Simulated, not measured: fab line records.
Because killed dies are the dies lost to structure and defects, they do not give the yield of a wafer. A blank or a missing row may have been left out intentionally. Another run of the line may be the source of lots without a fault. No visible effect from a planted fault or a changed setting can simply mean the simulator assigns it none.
Which of the tools did it? :: flow nand_harc :: Sampling: 15 lots, 45 wafers, 4 of 1302 route steps

## WHAT EACH GAUGE READ, for each wafer
The record holds no reading of a measuring or inspecting step that can be judged against a usual standard deviation.

## EACH LOT AND THE TOOL THAT RAN IT (in order: tool; ch and the chambers of the sampled wafers; start)
lot: L166
NHARC_A_CONTACT_ETCH_138: har_cap_etch-01 ch 0,1, day 22 12:19
NHARC_A_BLC_EXPOSE_07: arfi_scanner-02 ch 0, day 22 16:37
NHARC_A_BLC_ETCH_18: rie_diel-10 ch 1,2,3, day 22 18:01 or earlier
NHARC_A_BLC_STRIP_29: rie_diel-09 ch 0,1,2, day 22 18:01

lot: L168
NHARC_A_CONTACT_ETCH_138: har_cap_etch-03 ch 0,1, day 22 23:56
NHARC_A_BLC_EXPOSE_07: arfi_scanner-03 ch 0, day 23 03:47
NHARC_A_BLC_ETCH_18: rie_diel-09 ch 1,2, day 23 05:10 or earlier
NHARC_A_BLC_STRIP_29: rie_diel-10 ch 0,1, day 23 05:10

lot: L171
NHARC_A_CONTACT_ETCH_138: har_cap_etch-01 ch 0,1, day 23 21:17
NHARC_A_BLC_EXPOSE_07: arfi_scanner-01 ch 0, day 24 01:00
NHARC_A_BLC_ETCH_18: rie_diel-09 ch 1,3, day 24 02:22 or earlier
NHARC_A_BLC_STRIP_29: rie_diel-10 ch 1,2, day 24 02:22

lot: L170
NHARC_A_CONTACT_ETCH_138: har_cap_etch-02 ch 0,1, day 23 22:52
NHARC_A_BLC_EXPOSE_07: arfi_scanner-03 ch 0, day 24 02:41
NHARC_A_BLC_ETCH_18: rie_diel-10 ch 2,3, day 24 04:05 or earlier
NHARC_A_BLC_STRIP_29: rie_diel-12 ch 0,1,2, day 24 04:05

lot: L173
NHARC_A_CONTACT_ETCH_138: har_cap_etch-03 ch 0,1, day 26 06:16
NHARC_A_BLC_EXPOSE_07: arfi_scanner-03, day 26 09:59
NHARC_A_BLC_ETCH_18: rie_diel-09 ch 1,2,3, day 26 11:32 or earlier
NHARC_A_BLC_STRIP_29: rie_diel-09 ch 1,2, day 26 11:32

lot: L176
NHARC_A_CONTACT_ETCH_138: har_cap_etch-01 ch 0,1, day 27 00:30
NHARC_A_BLC_EXPOSE_07: arfi_scanner-03, day 27 04:13
NHARC_A_BLC_ETCH_18: rie_diel-10 ch 1,2, day 27 05:35 or earlier
NHARC_A_BLC_STRIP_29: rie_diel-10 ch 1,2,3, day 27 05:35

lot: L177
NHARC_A_CONTACT_ETCH_138: har_cap_etch-02 ch 0,1, day 27 04:17
NHARC_A_BLC_EXPOSE_07: arfi_scanner-03, day 27 08:18
NHARC_A_BLC_ETCH_18: rie_diel-09 ch 0,2,3, day 27 09:48 or earlier
NHARC_A_BLC_STRIP_29: rie_diel-10 ch 0,1,3, day 27 09:48

lot: L181
NHARC_A_CONTACT_ETCH_138: har_cap_etch-02 ch 0,1, day 29 10:41
NHARC_A_BLC_EXPOSE_07: arfi_scanner-03 ch 0, day 29 14:34
NHARC_A_BLC_ETCH_18: rie_diel-10 ch 0,1,2, day 29 15:56 or earlier
NHARC_A_BLC_STRIP_29: rie_diel-10 ch 0,1,3, day 29 15:56

lot: L184
NHARC_A_CONTACT_ETCH_138: har_cap_etch-01 ch 0,1, day 30 04:51
NHARC_A_BLC_EXPOSE_07: arfi_scanner-03 ch 0, day 30 08:47
NHARC_A_BLC_ETCH_18: rie_diel-09 ch 0,1,2, day 30 10:10 or earlier
NHARC_A_BLC_STRIP_29: rie_diel-10 ch 0,1,3, day 30 10:10

lot: L183
NHARC_A_CONTACT_ETCH_138: har_cap_etch-03 ch 0,1, day 30 06:19
NHARC_A_BLC_EXPOSE_07: arfi_scanner-01 ch 0, day 30 10:17
NHARC_A_BLC_ETCH_18: rie_diel-09 ch 0,1,2, day 30 12:02 or earlier
NHARC_A_BLC_STRIP_29: rie_diel-09 ch 0,2,3, day 30 12:02

lot: L186
NHARC_A_CONTACT_ETCH_138: har_cap_etch-02 ch 0,1, day 30 11:17
NHARC_A_BLC_EXPOSE_07: arfi_scanner-01 ch 0, day 30 15:00
NHARC_A_BLC_ETCH_18: rie_diel-09 ch 1,2, day 30 16:22 or earlier
NHARC_A_BLC_STRIP_29: rie_diel-10 ch 0,1,3, day 30 16:22

lot: L185
NHARC_A_CONTACT_ETCH_138: har_cap_etch-03 ch 0,1, day 30 13:04
NHARC_A_BLC_EXPOSE_07: arfi_scanner-02 ch 0, day 30 17:05
NHARC_A_BLC_ETCH_18: rie_diel-09 ch 0,2,3, day 30 18:27 or earlier
NHARC_A_BLC_STRIP_29: rie_diel-10 ch 1,2,3, day 30 18:27

lot: L187
NHARC_A_CONTACT_ETCH_138: har_cap_etch-03 ch 0,1, day 31 04:31
NHARC_A_BLC_EXPOSE_07: arfi_scanner-02 ch 0, day 31 08:22
NHARC_A_BLC_ETCH_18: rie_diel-09 ch 0,1,2, day 31 09:44 or earlier
NHARC_A_BLC_STRIP_29: rie_diel-10 ch 1,2, day 31 09:44

lot: L188
NHARC_A_CONTACT_ETCH_138: har_cap_etch-02 ch 0,1, day 31 19:41
NHARC_A_BLC_EXPOSE_07: arfi_scanner-01 ch 0, day 31 23:37
NHARC_A_BLC_ETCH_18: rie_diel-09 ch 0,1,3, day 32 00:59 or earlier
NHARC_A_BLC_STRIP_29: rie_diel-10 ch 0,1,2, day 32 00:59

lot: L189
NHARC_A_CONTACT_ETCH_138: har_cap_etch-03 ch 0,1, day 32 19:29
NHARC_A_BLC_EXPOSE_07: arfi_scanner-01 ch 0, day 32 23:17
NHARC_A_BLC_ETCH_18: rie_diel-09 ch 0,2,3, day 33 00:41 or earlier
NHARC_A_BLC_STRIP_29: rie_diel-10 ch 0,1,3, day 33 00:41
- NHARC_A_CONTACT_ETCH_138: etches the open film in C4F8/O2/Ar, time 311 s, target depth 1914 nm.
- NHARC_A_BLC_EXPOSE_07: exposes mask A BLC, target cd 100 nm.
- NHARC_A_BLC_ETCH_18: etches the open film in C4F8/O2/Ar, target depth 910 nm.
- NHARC_A_BLC_STRIP_29: strips in CF4.

## WHAT THE TOOLS THEMSELVES READ (means of the sampled wafers that have a number; where no wafer has one, the mark that the record gives instead)
NHARC_A_BLC_EXPOSE_07. Usual: exposure_dose_mJ_cm2 67.97, standard deviation 0.066; focus_offset_nm 0.0 nm, standard deviation 0.56.
lot: L166
tool: arfi_scanner-02
exposure_dose_mJ_cm2: 67.95
focus_offset_nm (nm): 0.3
flag: 

lot: L168
tool: arfi_scanner-03
exposure_dose_mJ_cm2: 67.99
focus_offset_nm (nm): -0.1
flag: 

lot: L171
tool: arfi_scanner-01
exposure_dose_mJ_cm2: 67.93
focus_offset_nm (nm): -0.1
flag: 

lot: L170
tool: arfi_scanner-03
exposure_dose_mJ_cm2: 67.94
focus_offset_nm (nm): -0.1
flag: 

lot: L173
tool: arfi_scanner-03
exposure_dose_mJ_cm2: -
focus_offset_nm (nm): -
flag: OFF

lot: L176
tool: arfi_scanner-03
exposure_dose_mJ_cm2: -
focus_offset_nm (nm): -
flag: OFF

lot: L177
tool: arfi_scanner-03
exposure_dose_mJ_cm2: -
focus_offset_nm (nm): -
flag: OFF

lot: L181
tool: arfi_scanner-03
exposure_dose_mJ_cm2: 68.02
focus_offset_nm (nm): -0.2
flag: 

lot: L184
tool: arfi_scanner-03
exposure_dose_mJ_cm2: 67.93
focus_offset_nm (nm): -0.9
flag: 

lot: L183
tool: arfi_scanner-01
exposure_dose_mJ_cm2: 67.92
focus_offset_nm (nm): 0.3
flag: 

lot: L186
tool: arfi_scanner-01
exposure_dose_mJ_cm2: 67.97
focus_offset_nm (nm): 0.4
flag: 

lot: L185
tool: arfi_scanner-02
exposure_dose_mJ_cm2: 67.91
focus_offset_nm (nm): -0.1
flag: 

lot: L187
tool: arfi_scanner-02
exposure_dose_mJ_cm2: 68.07
focus_offset_nm (nm): 0.4
flag: 

lot: L188
tool: arfi_scanner-01
exposure_dose_mJ_cm2: 67.97
focus_offset_nm (nm): -0.0
flag: 

lot: L189
tool: arfi_scanner-01
exposure_dose_mJ_cm2: 68.00
focus_offset_nm (nm): -0.8
flag: 

NHARC_A_BLC_ETCH_18. Usual: oes_product_au 0.956 a.u., standard deviation 0.023; rf_vpp_V 980 V, standard deviation 6.6.
lot: L166
tool: rie_diel-10
oes_product_au (a.u.): 0.968
rf_vpp_V (V): 979
flag: 

lot: L168
tool: rie_diel-09
oes_product_au (a.u.): 0.919
rf_vpp_V (V): 973
flag: 

lot: L171
tool: rie_diel-09
oes_product_au (a.u.): 0.969
rf_vpp_V (V): 977
flag: 

lot: L170
tool: rie_diel-10
oes_product_au (a.u.): 0.946
rf_vpp_V (V): 981
flag: 

lot: L173
tool: rie_diel-09
oes_product_au (a.u.): 0.921
rf_vpp_V (V): 978
flag: 

lot: L176
tool: rie_diel-10
oes_product_au (a.u.): 0.972
rf_vpp_V (V): 973
flag: 

lot: L177
tool: rie_diel-09
oes_product_au (a.u.): 0.924
rf_vpp_V (V): 982
flag: 

lot: L181
tool: rie_diel-10
oes_product_au (a.u.): 0.974
rf_vpp_V (V): 977
flag: 

lot: L184
tool: rie_diel-09
oes_product_au (a.u.): 0.979
rf_vpp_V (V): 976
flag: 

lot: L183
tool: rie_diel-09
oes_product_au (a.u.): 0.926
rf_vpp_V (V): 977
flag: 

lot: L186
tool: rie_diel-09
oes_product_au (a.u.): 0.983
rf_vpp_V (V): 973
flag: 

lot: L185
tool: rie_diel-09
oes_product_au (a.u.): 0.977
rf_vpp_V (V): 982
flag: 

lot: L187
tool: rie_diel-09
oes_product_au (a.u.): 0.970
rf_vpp_V (V): 976
flag: 

lot: L188
tool: rie_diel-09
oes_product_au (a.u.): 0.962
rf_vpp_V (V): 982
flag: 

lot: L189
tool: rie_diel-09
oes_product_au (a.u.): 0.923
rf_vpp_V (V): 980
flag: 

NHARC_A_BLC_STRIP_29. Usual: cf4_flow_sccm 150.0 sccm, standard deviation 0.47; drypump_motor_current_A 6.12 A, standard deviation 0.29; oes_product_au 1.002 a.u., standard deviation 0.01; rf_vpp_V 59.5 V, standard deviation 0.93; showerhead_plenum_p_Torr 1.78 Torr, standard deviation 0.081; throttle_valve_pct 13.284 %, standard deviation 0.0084.
lot: L166
tool: rie_diel-09
cf4_flow_sccm (sccm): 149.6
drypump_motor_current_A (A): 6.44
oes_product_au (a.u.): 0.987
rf_vpp_V (V): 59.4
showerhead_plenum_p_Torr (Torr): 1.75
throttle_valve_pct (%): 13.285
flag: 

lot: L168
tool: rie_diel-10
cf4_flow_sccm (sccm): 150.2
drypump_motor_current_A (A): 5.98
oes_product_au (a.u.): 1.008
rf_vpp_V (V): 60.1
showerhead_plenum_p_Torr (Torr): 1.82
throttle_valve_pct (%): 13.280
flag: 

lot: L171
tool: rie_diel-10
cf4_flow_sccm (sccm): 150.5
drypump_motor_current_A (A): 6.04
oes_product_au (a.u.): 1.006
rf_vpp_V (V): 58.9
showerhead_plenum_p_Torr (Torr): 1.74
throttle_valve_pct (%): 13.277
flag: 

lot: L170
tool: rie_diel-12
cf4_flow_sccm (sccm): 149.9
drypump_motor_current_A (A): 6.09
oes_product_au (a.u.): 0.996
rf_vpp_V (V): 59.4
showerhead_plenum_p_Torr (Torr): 1.72
throttle_valve_pct (%): 13.284
flag: 

lot: L173
tool: rie_diel-09
cf4_flow_sccm (sccm): 149.9
drypump_motor_current_A (A): 6.49
oes_product_au (a.u.): 0.988
rf_vpp_V (V): 60.1
showerhead_plenum_p_Torr (Torr): 1.71
throttle_valve_pct (%): 13.283
flag: 

lot: L176
tool: rie_diel-10
cf4_flow_sccm (sccm): 150.1
drypump_motor_current_A (A): 6.15
oes_product_au (a.u.): 1.009
rf_vpp_V (V): 59.6
showerhead_plenum_p_Torr (Torr): 1.77
throttle_valve_pct (%): 13.281
flag: 

lot: L177
tool: rie_diel-10
cf4_flow_sccm (sccm): 149.9
drypump_motor_current_A (A): 6.06
oes_product_au (a.u.): 0.994
rf_vpp_V (V): 60.3
showerhead_plenum_p_Torr (Torr): 1.83
throttle_valve_pct (%): 13.283
flag: 

lot: L181
tool: rie_diel-10
cf4_flow_sccm (sccm): 149.8
drypump_motor_current_A (A): 6.03
oes_product_au (a.u.): 1.004
rf_vpp_V (V): 59.4
showerhead_plenum_p_Torr (Torr): 1.83
throttle_valve_pct (%): 13.285
flag: 

lot: L184
tool: rie_diel-10
cf4_flow_sccm (sccm): 149.6
drypump_motor_current_A (A): 6.04
oes_product_au (a.u.): 1.006
rf_vpp_V (V): 59.8
showerhead_plenum_p_Torr (Torr): 1.83
throttle_valve_pct (%): 13.284
flag: 

lot: L183
tool: rie_diel-09
cf4_flow_sccm (sccm): 150.2
drypump_motor_current_A (A): 6.12
oes_product_au (a.u.): 1.006
rf_vpp_V (V): 59.2
showerhead_plenum_p_Torr (Torr): 1.81
throttle_valve_pct (%): 13.294
flag: 

lot: L186
tool: rie_diel-10
cf4_flow_sccm (sccm): 149.5
drypump_motor_current_A (A): 6.06
oes_product_au (a.u.): 0.997
rf_vpp_V (V): 59.9
showerhead_plenum_p_Torr (Torr): 1.83
throttle_valve_pct (%): 13.291
flag: 

lot: L185
tool: rie_diel-10
cf4_flow_sccm (sccm): 150.3
drypump_motor_current_A (A): 6.13
oes_product_au (a.u.): 0.998
rf_vpp_V (V): 59.7
showerhead_plenum_p_Torr (Torr): 1.77
throttle_valve_pct (%): 13.286
flag: 

lot: L187
tool: rie_diel-10
cf4_flow_sccm (sccm): 150.4
drypump_motor_current_A (A): 6.17
oes_product_au (a.u.): 1.002
rf_vpp_V (V): 59.1
showerhead_plenum_p_Torr (Torr): 1.70
throttle_valve_pct (%): 13.276
flag: 

lot: L188
tool: rie_diel-10
cf4_flow_sccm (sccm): 149.9
drypump_motor_current_A (A): 6.06
oes_product_au (a.u.): 1.002
rf_vpp_V (V): 59.1
showerhead_plenum_p_Torr (Torr): 1.76
throttle_valve_pct (%): 13.280
flag: 

lot: L189
tool: rie_diel-10
cf4_flow_sccm (sccm): 149.8
drypump_motor_current_A (A): 6.05
oes_product_au (a.u.): 1.000
rf_vpp_V (V): 60.3
showerhead_plenum_p_Torr (Torr): 1.83
throttle_valve_pct (%): 13.281
flag: 

## THE ANSWER, worked out from the rows above alone
Rule: a lot is off if the mean of its wafers that have a number lies more than 3 standard deviations from the usual mean. Also off: a lot with no number at a reading for which 4 or more lots have one. All remaining lots with rows at the step are treated as sound. Order of review: gauges by route order, followed by the tools' own readings, for which a lot's mean as printed above is used. At the first step where some lot is off, the reading lying furthest off is the one used; lots without a number count as furthest.
Off, at NHARC_A_BLC_EXPOSE_07 on exposure_dose_mJ_cm2: L173, L176, L177. Without a number there: L173, L176, L177.
A tool fits if, at that step or a process step before it, it ran every lot that is off, and no sound lot after the first of them. Of those tried, none fits.

## WHAT THE SIMULATOR HAD PUT IN
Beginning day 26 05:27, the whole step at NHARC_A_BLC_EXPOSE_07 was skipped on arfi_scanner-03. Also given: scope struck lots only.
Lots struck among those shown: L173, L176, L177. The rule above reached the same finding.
